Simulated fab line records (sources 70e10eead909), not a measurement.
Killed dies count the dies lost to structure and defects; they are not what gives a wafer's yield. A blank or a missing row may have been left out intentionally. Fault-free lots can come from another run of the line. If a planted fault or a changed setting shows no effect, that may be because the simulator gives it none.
fab line records + flow nand-harc
record:
- lots: 5
- wafers: 14
- last-day: 33
route steps=1302 shown P_GATE@136
lots that met no fault: taken from a fault-free run of the same line
start-h: the number of hours between the record's first day and the start of the first shown wafer of the lot + wait-h: hours from the lot's prior step to this one + " the same as in the row above + L1.1+2: one row covering several wafers at once + - either no value or no given start + * or withheld: withheld + < > ~ a bound
route shown NAME@n: a module of which the file shows steps, and the number in the route of the first + usual: mean/standard deviation of fault-free wafers + same: alike in all rows + chamber/n: place in a boat + sites: readings site by site + _std_site: standard deviation across them + _edge_site: inner sites' mean taken away from outer sites' mean + radius-mm: how far each site lies from the wafer's centre + mask NAME#n: copy n + behind: tool/chamber where the wafer was last shaped + hold: why the lot was held/for how many hours/how that ended + device: transistor that didn't switch, given as n, p or np + end of line: at the end of the route, the tests of the same wafers + for a step that has no rows: nothing shown but its recipe + killed: count of dies lost to structure and defects at first sort (not the wafer's yield) + map: the dies of a wafer, with x for killed, . for not killed, _ for no die there
set.NAME: setting as actually run; set.NAME@STEP: the setting as run at that earlier step + model.NAME: the simulator's own value behind a step, which no gauge read
a table for each step, a row for each wafer; lots at some steps of the route
services: from which hour (start-h, from the record's first day; less than 0 if before it) a tool's chamber was out of use, for how many hours, and why
== steps ==
step: NHARC_P_GATE_SOFTBAKE_21
recipe:
- temp-c: 105
- time-s: 55
step: NHARC_P_GATE_EBR_22
step: NHARC_P_GATE_EXPOSE_23
recipe:
- na: 1.35
- target-cd-nm: 120
- dose-mj: 93.91
- mask-id: P_GATE
step: NHARC_P_GATE_PEB_24
recipe:
- peb-temp-c: 100
- peb-time-s: 65
step: NHARC_P_GATE_DEVELOP_25
recipe:
- develop-time-s: 35
- dev-temp-c: 23
step: NHARC_P_GATE_CD_MEAS_26
recipe:
- target-cd-nm: 120
- landing-energy-ev: 500
usual:
- cd-nm: 120.1/0.49
| lot.wafer | tool      | chamber | start-h | wait-h | cd-nm |
|-----------|-----------|---------|---------|--------|-------|
| L836.1    | cd-sem-01 | 0       | 112.95  | -      | 120.2 |
| L836.2    | "         | 0       | "       | "      | 120.5 |
| L836.4    | "         | 0       | "       | "      | 119.9 |
| L839.4    | cd-sem-02 | 0       | 137.31  | -      | 120.2 |
| L839.5    | "         | 0       | "       | "      | 120.1 |
| L839.6    | "         | 0       | "       | "      | 120.3 |
| L840.2    | cd-sem-03 | 0       | 146.92  | -      | 120.7 |
| L840.5    | "         | 0       | "       | "      | 120.5 |
| L840.6    | "         | 0       | "       | "      | 120.7 |
| L850.4    | cd-sem-03 | 0       | 244.40  | -      | 120.3 |
| L850.6    | "         | 0       | "       | "      | 121.1 |
| L858.3    | cd-sem-02 | 0       | 325.78  | -      | 120.5 |
| L858.4    | "         | 0       | "       | "      | 120.1 |
| L858.6    | "         | 0       | "       | "      | 120.5 |
step: NHARC_P_GATE_OVL_MEAS_27
usual:
- overlay-x-nm: -0.2/0.91
- overlay-y-nm: 0.0/0.92
| lot.wafer | tool       | chamber | start-h | wait-h | overlay-x-nm | overlay-y-nm |
|-----------|------------|---------|---------|--------|--------------|--------------|
| L836.1    | overlay-01 | -       | 113.04  | -      | 0.9          | 1.1          |
| L836.2    | "          | -       | "       | "      | 1.2          | 1.4          |
| L836.4    | "          | -       | "       | "      | 1.2          | 1.2          |
| L839.4    | overlay-02 | -       | 137.39  | -      | -1.2         | 0.6          |
| L839.5    | "          | -       | "       | "      | -1.1         | -0.1         |
| L839.6    | "          | -       | "       | "      | -1.6         | 0.2          |
| L840.2    | overlay-01 | -       | 147.01  | -      | 0.7          | -0.3         |
| L840.5    | "          | -       | "       | "      | 0.3          | -0.1         |
| L840.6    | "          | -       | "       | "      | 0.9          | 0.4          |
| L850.4    | overlay-01 | -       | 244.49  | -      | -0.4         | -0.1         |
| L850.6    | "          | -       | "       | "      | -0.2         | -0.4         |
| L858.3    | overlay-02 | -       | 325.86  | -      | -0.8         | 1.2          |
| L858.4    | "          | -       | "       | "      | -1.3         | 0.4          |
| L858.6    | "          | -       | "       | "      | -0.4         | 0.7          |
step: NHARC_P_GATE_INSPECT_28
usual:
- raw-defect-count: 6/3.1
| lot.wafer | tool              | chamber | start-h | wait-h | raw-defect-count |
|-----------|-------------------|---------|---------|--------|------------------|
| L836.1    | defect-inspect-02 | -       | 113.07  | 0.0    | 7                |
| L836.2    | "                 | -       | "       | "      | 4                |
| L836.4    | "                 | -       | "       | "      | 8                |
| L839.4    | defect-inspect-02 | -       | 137.43  | 0.0    | 14               |
| L839.5    | "                 | -       | "       | "      | 8                |
| L839.6    | "                 | -       | "       | "      | 4                |
| L840.2    | defect-inspect-01 | -       | 147.04  | 0.0    | 2                |
| L840.5    | "                 | -       | "       | "      | 8                |
| L840.6    | "                 | -       | "       | "      | 7                |
| L850.4    | defect-inspect-02 | -       | 244.52  | 0.0    | 11               |
| L850.6    | "                 | -       | "       | "      | 7                |
| L858.3    | defect-inspect-01 | -       | 325.90  | 0.0    | 10               |
| L858.4    | "                 | -       | "       | "      | 7                |
| L858.6    | "                 | -       | "       | "      | 5                |
step: NHARC_P_GATE_DESCUM_31
recipe:
- time-s: 3
- o2-flow-sccm: 200
- ar-flow-sccm: 0
- bias-power-w: 0
- chemistry: O2
usual:
- drypump-motor-current-A: 5.8/0.58
- oes-product-au: 1.002/0.008
- rf-vpp-V: 57.7/0.92
- showerhead-plenum-p-Torr: 1.91/0.081
- throttle-valve-pct: 11.310/0.0091
| lot.wafer | tool        | chamber | start-h | wait-h | drypump-motor-current-A | oes-product-au | rf-hours-counter-h | rf-vpp-V | showerhead-plenum-p-Torr | throttle-valve-pct |
|-----------|-------------|---------|---------|--------|-------------------------|----------------|--------------------|----------|--------------------------|--------------------|
| L836.4    | rie-diel-11 | 2       | 113.14  | 0.1    | 6.4                     | 0.999          | 2.2                | 56.8     | 1.80                     | 11.302             |
| L836.1    | "           | 0       | "       | "      | 5.4                     | 0.998          | 1.3                | 57.9     | 2.02                     | 11.306             |
| L836.2    | "           | 1       | "       | "      | 6.3                     | 0.999          | 1.2                | 56.0     | 1.83                     | 11.313             |
| L839.4    | rie-diel-12 | 3       | 137.52  | 0.1    | 6.2                     | 1.009          | 0.8                | 57.4     | 1.83                     | 11.307             |
| L839.6    | "           | 0       | "       | "      | 5.1                     | 1.006          | -                  | 56.4     | 1.81                     | 11.316             |
| L839.5    | "           | 1       | "       | "      | 4.9                     | 0.994          | -                  | 58.9     | 2.00                     | 11.296             |
| L840.2    | rie-diel-03 | 2       | 147.10  | 0.1    | 6.5                     | 1.011          | 2.3                | 58.7     | 1.91                     | 11.318             |
| L840.5    | "           | 2       | "       | "      | 6.5                     | 1.008          | -                  | 55.6     | 1.91                     | 11.318             |
| L840.6    | "           | 3       | "       | "      | 6.5                     | 1.002          | -                  | 58.3     | 2.02                     | 11.305             |
| L850.4    | rie-diel-03 | 1       | 244.60  | 0.1    | 5.6                     | 1.004          | 7.6                | 58.0     | 1.85                     | 11.318             |
| L850.6    | "           | 3       | "       | "      | 6.5                     | 1.005          | -                  | 57.8     | 2.02                     | 11.308             |
| L858.3    | rie-diel-11 | 1       | 325.97  | 0.1    | 6.3                     | 0.996          | 3.4                | 57.4     | 1.82                     | 11.317             |
| L858.4    | "           | 2       | "       | "      | 6.4                     | 1.003          | 3.2                | 58.7     | 1.80                     | 11.296             |
| L858.6    | "           | 1       | "       | "      | 6.3                     | 1.000          | -                  | 57.9     | 1.82                     | 11.301             |
step: NHARC_P_GATE_ETCH_104
recipe:
- target-depth-a: 600
- time-s: withheld
- cf4-flow-sccm: 100
- chf3-flow-sccm: 30
- ar-flow-sccm: 0
- rf-w: 500
- bias-w: 200
- chemistry: CF4/CHF3
usual:
- drypump-motor-current-A: 5.9/0.58
- oes-product-au: 0.963/0.019
- rf-vpp-V: 370.7/2.3
- showerhead-plenum-p-Torr: 1.57/0.063
- throttle-valve-pct: 16.803/0.0092
| lot.wafer | tool        | chamber | start-h | wait-h | drypump-motor-current-A | oes-product-au | rf-vpp-V | showerhead-plenum-p-Torr | throttle-valve-pct |
|-----------|-------------|---------|---------|--------|-------------------------|----------------|----------|--------------------------|--------------------|
| L836.2    | rie-diel-11 | 2       | 113.22  | 0.1    | 6.4                     | 0.910          | 368.0    | 1.48                     | 16.808             |
| L836.1    | "           | 3       | "       | "      | 5.7                     | 0.921          | 370.2    | 1.54                     | 16.804             |
| L836.4    | "           | 0       | "       | "      | 5.4                     | 0.917          | 373.7    | 1.65                     | 16.798             |
| L839.4    | rie-diel-12 | 2       | 137.58  | 0.1    | 5.7                     | 0.982          | 371.9    | 1.60                     | 16.796             |
| L839.6    | "           | 2       | "       | "      | 5.7                     | 0.987          | 372.9    | 1.60                     | 16.801             |
| L839.5    | "           | 3       | "       | "      | 6.2                     | 0.986          | 368.6    | 1.51                     | 16.808             |
| L840.2    | rie-diel-03 | 2       | 147.20  | 0.1    | 6.5                     | 0.975          | 370.1    | 1.57                     | 16.810             |
| L840.5    | "           | 0       | "       | "      | 5.3                     | 0.974          | 374.3    | 1.63                     | 16.796             |
| L840.6    | "           | 1       | "       | "      | 5.6                     | 0.977          | 368.5    | 1.52                     | 16.811             |
| L850.4    | rie-diel-03 | 2       | 244.67  | 0.1    | 6.5                     | 0.987          | 371.5    | 1.57                     | 16.787             |
| L850.6    | "           | 3       | "       | "      | 6.5                     | 0.961          | 372.5    | 1.66                     | 16.805             |
| L858.3    | rie-diel-11 | 1       | 326.04  | 0.1    | 6.3                     | 0.955          | 368.2    | 1.50                     | 16.810             |
| L858.4    | "           | 3       | "       | "      | 5.7                     | 0.977          | 368.6    | 1.54                     | 16.808             |
| L858.6    | "           | 2       | "       | "      | 6.4                     | 0.988          | 367.7    | 1.48                     | 16.808             |
step: NHARC_P_GATE_HM_OPEN_105
recipe:
- target-depth-a: 3600
- o2-flow-sccm: 400
- cos-flow-sccm: 20
- ar-flow-sccm: 0
- rf-w: 500
- bias-w: 300
- chemistry: O2/COS
usual:
- drypump-motor-current-A: 5.8/0.57
- oes-product-au: 1.002/0.0092
- rf-vpp-V: 467.2/2.7
- showerhead-plenum-p-Torr: 3.12/0.12
- throttle-valve-pct: 28.332/0.01
| lot.wafer | tool        | chamber | start-h | wait-h | drypump-motor-current-A | oes-product-au | rf-hours-counter-h | rf-vpp-V | showerhead-plenum-p-Torr | throttle-valve-pct |
|-----------|-------------|---------|---------|--------|-------------------------|----------------|--------------------|----------|--------------------------|--------------------|
| L836.2    | rie-diel-11 | 0       | -       | -      | 5.4                     | 0.998          | 1.4                | 469.2    | 3.28                     | 28.326             |
| L836.4    | "           | 2       | "       | "      | 6.4                     | 0.993          | 2.2                | 462.6    | 2.95                     | 28.340             |
| L836.1    | "           | 3       | "       | "      | 5.7                     | 0.993          | 2.2                | 466.0    | 3.06                     | 28.324             |
| L839.4    | rie-diel-12 | 0       | -       | -      | 5.0                     | 1.006          | 1.2                | 464.5    | 2.96                     | 28.332             |
| L839.6    | "           | 0       | "       | "      | 5.1                     | 1.016          | -                  | 464.0    | 2.96                     | 28.353             |
| L839.5    | "           | 1       | "       | "      | 4.9                     | 1.005          | -                  | 470.6    | 3.25                     | 28.352             |
| L840.2    | rie-diel-03 | 0       | -       | -      | 5.3                     | 0.997          | 2.2                | 470.3    | 3.23                     | 28.352             |
| L840.5    | "           | 1       | "       | "      | 5.6                     | 1.010          | -                  | 465.1    | 3.02                     | 28.323             |
| L840.6    | "           | 2       | "       | "      | 6.5                     | 1.004          | -                  | 467.0    | 3.11                     | 28.331             |
| L850.4    | rie-diel-03 | 3       | -       | -      | 6.5                     | 0.989          | 8.1                | 471.2    | 3.28                     | 28.341             |
| L850.6    | "           | 1       | "       | "      | 5.6                     | 1.005          | -                  | 465.5    | 3.02                     | 28.326             |
| L858.4    | rie-diel-11 | 0       | -       | -      | 5.4                     | 1.005          | 4.1                | 469.8    | 3.28                     | 28.337             |
| L858.3    | "           | 1       | "       | "      | 6.3                     | 0.988          | 3.4                | 465.4    | 2.98                     | 28.330             |
| L858.6    | "           | 3       | "       | "      | 5.7                     | 1.003          | -                  | 465.7    | 3.05                     | 28.315             |
step: NHARC_P_GATE_STRIP_106
recipe:
- o2-flow-sccm: 400
- cos-flow-sccm: 20
- ar-flow-sccm: 0
- bias-w: 0
- chemistry: O2/COS
step: NHARC_P_GATE_ETCH_114
recipe:
- target-depth-a: 300
- overetch-a: 30
- time-s: 16.5
- ion-energy-ev: 100
- cf4-flow-sccm: 80
- o2-flow-sccm: 20
- ar-flow-sccm: 0
- rf-w: 300
- bias-w: 100
- chemistry: CF4/O2
usual:
- drypump-motor-current-A: 5.8/0.57
- oes-product-au: 1.001/0.0083
- rf-vpp-V: 197.8/1.4
- run-length-s: 37.7/0.49
- showerhead-plenum-p-Torr: 1.34/0.055
- throttle-valve-pct: 13.398/0.0096
| lot.wafer | tool        | chamber | start-h | wait-h | drypump-motor-current-A | oes-product-au | rf-hours-counter-h | rf-vpp-V | run-length-s | showerhead-plenum-p-Torr | throttle-valve-pct |
|-----------|-------------|---------|---------|--------|-------------------------|----------------|--------------------|----------|--------------|--------------------------|--------------------|
| L836.1    | rie-diel-11 | 0       | 113     | -      | 5.4                     | 0.993          | 1.4                | 198.7    | 39.0         | 1.41                     | 13.397             |
| L836.4    | "           | 1       | "       | "      | 6.3                     | 0.988          | 1.3                | 196.5    | 38.0         | 1.28                     | 13.399             |
| L836.2    | "           | 3       | "       | "      | 5.7                     | 0.995          | 2.2                | 195.4    | 37.1         | 1.31                     | 13.397             |
| L839.4    | rie-diel-12 | 3       | 137     | -      | 6.2                     | 1.013          | 0.8                | 197.5    | 37.1         | 1.28                     | 13.413             |
| L839.6    | "           | 2       | "       | "      | 5.7                     | 1.008          | -                  | 199.5    | 37.2         | 1.36                     | 13.406             |
| L839.5    | "           | 3       | "       | "      | 6.2                     | 1.016          | -                  | 196.9    | 36.8         | 1.27                     | 13.401             |
| L840.2    | rie-diel-03 | 1       | 147     | -      | 5.6                     | 1.003          | 2.3                | 198.0    | 37.5         | 1.29                     | 13.388             |
| L840.5    | "           | 3       | "       | "      | 6.5                     | 1.006          | -                  | 200.2    | 37.4         | 1.41                     | 13.412             |
| L840.6    | "           | 0       | "       | "      | 5.3                     | 0.996          | -                  | 198.0    | 37.5         | 1.38                     | 13.399             |
| L850.4    | rie-diel-03 | 0       | 244     | -      | 5.3                     | 0.977          | 7.4                | 199.4    | 35.3         | 1.38                     | 13.392             |
| L850.6    | "           | 0       | "       | "      | 5.3                     | 0.994          | -                  | 198.1    | 35.4         | 1.38                     | 13.397             |
| L858.4    | rie-diel-11 | 0       | 326     | -      | 5.3                     | 0.995          | 4.1                | 198.8    | 38.9         | 1.40                     | 13.398             |
| L858.3    | "           | 2       | "       | "      | 6.4                     | 1.010          | 3.2                | 196.5    | 37.1         | 1.25                     | 13.415             |
| L858.6    | "           | 1       | "       | "      | 6.3                     | 1.005          | -                  | 195.7    | 37.6         | 1.27                     | 13.394             |
step: NHARC_P_GATE_ETCH_32
recipe:
- target-depth-a: 1500
- over-etch-frac: 1
- over-etch-ion-energy-ev: 40
- time-s: 100.1
- hbr-flow-sccm: 150
- cl2-flow-sccm: 50
- rf-w: 400
- icp-w: 400
- bias-w: 100
- chemistry: HBr/Cl2
usual:
- drypump-motor-current-A: 5.6/0.41
- oes-product-au: 1.004/0.0073
- throttle-valve-pct: 26.407/0.009
| lot.wafer | tool      | chamber | start-h | wait-h | drypump-motor-current-A | oes-product-au | rf-hours-counter-h | throttle-valve-pct |
|-----------|-----------|---------|---------|--------|-------------------------|----------------|--------------------|--------------------|
| L836.1    | rie-si-03 | 2       | 113.61  | -      | 5.2                     | 1.012          | 0.44               | 26.395             |
| L836.2    | "         | 3       | "       | "      | 5.3                     | 1.003          | 0.21               | 26.413             |
| L836.4    | "         | 0       | "       | "      | 6.6                     | 1.004          | 0.46               | 26.408             |
| L839.4    | rie-si-02 | 3       | 137.98  | -      | 5.7                     | 1.001          | 0.12               | 26.419             |
| L839.6    | "         | 1       | "       | "      | 5.4                     | 1.007          | -                  | 26.422             |
| L839.5    | "         | 2       | "       | "      | 5.8                     | 1.014          | -                  | 26.407             |
| L840.2    | rie-si-03 | 3       | 147.59  | -      | 5.3                     | 0.990          | 0.36               | 26.401             |
| L840.5    | "         | 1       | "       | "      | 5.8                     | 1.004          | -                  | 26.401             |
| L840.6    | "         | 2       | "       | "      | 5.2                     | 0.993          | -                  | 26.389             |
| L850.4    | rie-si-03 | 2       | 245.07  | -      | 5.2                     | 1.003          | 0.12               | 26.403             |
| L850.6    | "         | 1       | "       | "      | 5.7                     | 0.999          | -                  | 26.415             |
| L858.3    | rie-si-03 | 3       | 326.47  | -      | 5.3                     | 1.009          | 0.57               | 26.406             |
| L858.4    | "         | 2       | "       | "      | 5.2                     | 1.001          | -                  | 26.402             |
| L858.6    | "         | 3       | "       | "      | 5.3                     | 0.999          | -                  | 26.394             |
== services ==
| tool        | chamber | start-h | hours | kind   |
|-------------|---------|---------|-------|--------|
| rie-diel-12 | -       | 91.40   | 9.0   | pm     |
| rie-si-02   | -       | 100.00  | 9.0   | pm     |
| rie-diel-03 | -       | 104.30  | 9.0   | pm     |
| rie-diel-11 | 3       | 106.42  | 4.2   | repair |
| rie-si-02   | 3       | 111.59  | 6.6   | repair |
| rie-diel-11 | 0       | 112.03  | -     | clean  |
| rie-diel-11 | 1       | 112.03  | -     | clean  |
| rie-diel-11 | 2       | 112.03  | -     | clean  |
| rie-diel-11 | 3       | 112.03  | -     | clean  |
| rie-diel-11 | 0       | 136.53  | -     | clean  |
| rie-diel-12 | 2       | 210.25  | 6.8   | repair |
| rie-si-03   | -       | 221.00  | 9.0   | pm     |
| rie-si-03   | -       | 249.28  | 1.6   | repair |
| rie-diel-11 | -       | 255.53  | 9.0   | pm     |
| rie-diel-12 | 3       | 257.62  | 12.6  | repair |
| rie-diel-12 | 0       | 261.07  | 6.3   | repair |
| rie-diel-12 | 2       | 261.89  | 2.8   | repair |
| rie-diel-12 | 1       | 262.95  | 8.2   | repair |
| rie-diel-12 | -       | 268.40  | 9.0   | pm     |
| rie-si-02   | -       | 277.00  | 9.0   | pm     |
| rie-diel-03 | -       | 281.30  | 9.0   | pm     |
| rie-si-03   | -       | 285.09  | 2.6   | repair |
| rie-diel-03 | 1       | 305.29  | 5.7   | repair |
| rie-si-03   | 0       | 318.34  | 12.8  | repair |
== key ==
first-sign:
- step: NHARC_P_GATE_ETCH_114
- reading: run-length-s
- direction: down
- sigmas: 4.8
- usual: *
- struck: *
effect none on later readings
met-at NHARC_P_GATE_ETCH_114
struck-wafers L850.4,L850.6
later-rows-left-out L850.4,L850.6
sort-left-out L850.4,L850.6
tester-left-out L850
onset-between 147 244
fault:
- kind: process-parameter-drift
- tool: rie-diel-03
- chamber: -
- onset-h: 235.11
- steps: NHARC_P_GATE_ETCH_114
- channel: time-s
- offset: *
- shape: step
- end-h: 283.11
- scope: struck-wafers-only
- acts-in: *
- stated: *
tester-left-out: of these lots the tester's yield and bins aren't shown, on N5 and GAA mostly nor the transistor test; their killed dies are dies lost to structure and defects alone, not to doping, threshold or leakage, so they don't give the yield
sort-left-out: the simulated sort isn't trusted on such a fault, so these wafers' sort isn't shown, and their yield isn't known
later-rows-left-out: the simulator's readings of these wafers behind a module that went badly wrong aren't trusted and aren't shown, but for the sort
